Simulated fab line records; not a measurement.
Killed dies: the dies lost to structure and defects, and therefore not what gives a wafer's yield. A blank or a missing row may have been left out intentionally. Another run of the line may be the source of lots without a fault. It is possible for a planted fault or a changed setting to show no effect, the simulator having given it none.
Matching of chambers | flow nand harc | NHARC_P_M2_ETCH_35 on rie diel-09 has 4 sister chambers
The step etches the open film in N2/H2, target depth 40 nm, overetch 12 nm, time 43.94 s. 4 wafers are shown with their chamber, then 12 later ones without.

== WAFERS, EACH WITH ITS CHAMBER ==
wafer  | chamber | drypump motor current A (A)
L088.6 | 3       | 6.3
L085.1 | 1       | 5.4
L085.2 | 0       | 6.4
L085.3 | 2       | 5.5

== WAFERS WITHOUT THEIR CHAMBER ==
wafer  | drypump motor current A (A)
L091.3 | 6.3
L091.4 | 6.4
L091.5 | 5.4
L093.1 | 6.3
L093.3 | 5.5
L093.5 | 5.6
L094.1 | 6.3
L094.3 | 5.4
L094.6 | 6.3
L096.2 | 5.5
L096.4 | 5.5
L096.5 | 6.3

== WHICH CHAMBER EACH WENT THROUGH ==
wafer  | from the rows above | in truth
L091.3 | 3                   | 3
L091.4 | 0                   | 0
L091.5 | 1                   | 1
L093.1 | 3                   | 3
L093.3 | 2                   | 2
L093.5 | 2                   | 2
L094.1 | 3                   | 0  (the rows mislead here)
L094.3 | 1                   | 1
L094.6 | 3                   | 3
L096.2 | 2                   | 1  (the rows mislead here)
L096.4 | 2                   | 2
L096.5 | 3                   | 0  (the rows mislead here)
Correct placement for 9 of the 12. Can't be placed from these rows: 0. Placed wrongly: 3.
How it was worked out, from the rows above alone: a wafer's distance from a chamber is the root of the sum, over the readings, of the square of ((its reading less the chamber's mean) divided by the reading's scatter). The wafer belongs to the nearest chamber; if the next one is less than 2 further off, it can't be placed. The mean given for a chamber averages the wafers shown for that chamber. The scatter (one wafer shown for each chamber): square how far every hidden wafer sits from the nearest shown wafer, average those squares and take the square root.
